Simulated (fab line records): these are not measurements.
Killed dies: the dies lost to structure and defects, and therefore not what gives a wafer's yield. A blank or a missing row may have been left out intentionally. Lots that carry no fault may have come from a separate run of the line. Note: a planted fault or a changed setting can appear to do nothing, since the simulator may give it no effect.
Which of the tools did it? | flow nand_harc | 12 lots with 36 wafers sampled at 3 steps, on a route of 1302 steps

WHAT THE GAUGES READ, wafer by wafer
NHARC_P_STI_OCD_MEAS_43.
lot  | measured     | on     | trench_depth_nm (nm)
L075 | day 3 09:50  | ocd-01 | 305 313 309
L077 | day 4 05:10  | ocd-01 | 296 304 306
L079 | day 5 00:40  | ocd-02 | 298 302 300
L081 | day 5 20:35  | ocd-01 | 302 302 299
L083 | day 6 15:04  | ocd-02 | 296 308 301
L085 | day 7 11:43  | ocd-02 | 296 306 305
L087 | day 8 08:13  | ocd-01 | 307 303 305
L089 | day 9 04:18  | ocd-01 | 292 301 304
L091 | day 9 23:19  | ocd-01 | 297 305 305
L093 | day 10 22:05 | ocd-01 | 304 310 304
L095 | day 11 13:58 | ocd-02 | 301 307 297
L097 | day 12 10:08 | ocd-02 | 303 300 300

WHICH TOOL RAN EACH LOT (tool, then ch and the chambers of the sampled wafers, then the start)
lot  | NHARC_P_ZERO_WELL_DESCUM_39        | NHARC_P_STI_ETCH_42
L075 | rie_diel-08 ch 0,1,2, day 2 10:17  | rie_diel-06 ch 0,2, day 3 08:53
L077 | rie_diel-08 ch 0,1, day 3 06:45    | rie_diel-05 ch 0,1,2, day 4 04:13
L079 | rie_diel-13 ch 0,2, day 4 02:24    | rie_diel-09 ch 1,2, day 4 23:37
L081 | rie_diel-13 ch 1,2,3, day 4 22:17  | rie_diel-09 ch 0,1,2, day 5 19:40
L083 | rie_diel-04 ch 0,2,3, day 5 18:22  | rie_diel-09 ch 0,1,2, day 6 14:07
L085 | rie_diel-13 ch 0,3, day 6 14:23    | rie_diel-09 ch 1,3, day 7 10:46
L087 | rie_diel-13 ch 0,2,3, day 7 10:54  | rie_diel-06 ch 1,2, day 8 07:14
L089 | rie_diel-04 ch 0,2, day 8 06:26    | rie_diel-09 ch 0,2,3, day 9 03:21
L091 | rie_diel-04 ch 0,1,2, day 9 02:14  | rie_diel-09 ch 0,1,3, day 9 22:22
L093 | rie_diel-08 ch 0,2, day 9 22:32    | rie_diel-06 ch 1,2, day 10 20:39
L095 | rie_diel-08 ch 0,2,3, day 10 18:22 | rie_diel-09 ch 1,2,3, day 11 13:02
L097 | rie_diel-08 ch 0,3, day 11 14:08   | rie_diel-06 ch 1,3, day 12 09:12
- NHARC_P_ZERO_WELL_DESCUM_39: chemistry O2, time 3 s.
- NHARC_P_STI_ETCH_42: etches the open film in N2/H2, target depth 80 nm, overetch 24 nm, time 61 s.

THE ANSWER, worked out from the rows above alone
Rule: usual is defined by the lots themselves. Put in order of their means at a reading, lots are off if they are a third of the lots or fewer, leave a main group of 4 or more, and stand apart from it by a gap of 3 or more times the standard deviation of the main group's means; of several such gaps the widest counts. Not used: any main group whose means are identical at the precision the tables above print for the reading. A lot without any number at a reading at which 4 lots or more have one is off too. Any other lot the step has rows for is counted as sound.
None of the lots is off at any reading shown; this tells nothing.

WHAT THE SIMULATOR PUT IN
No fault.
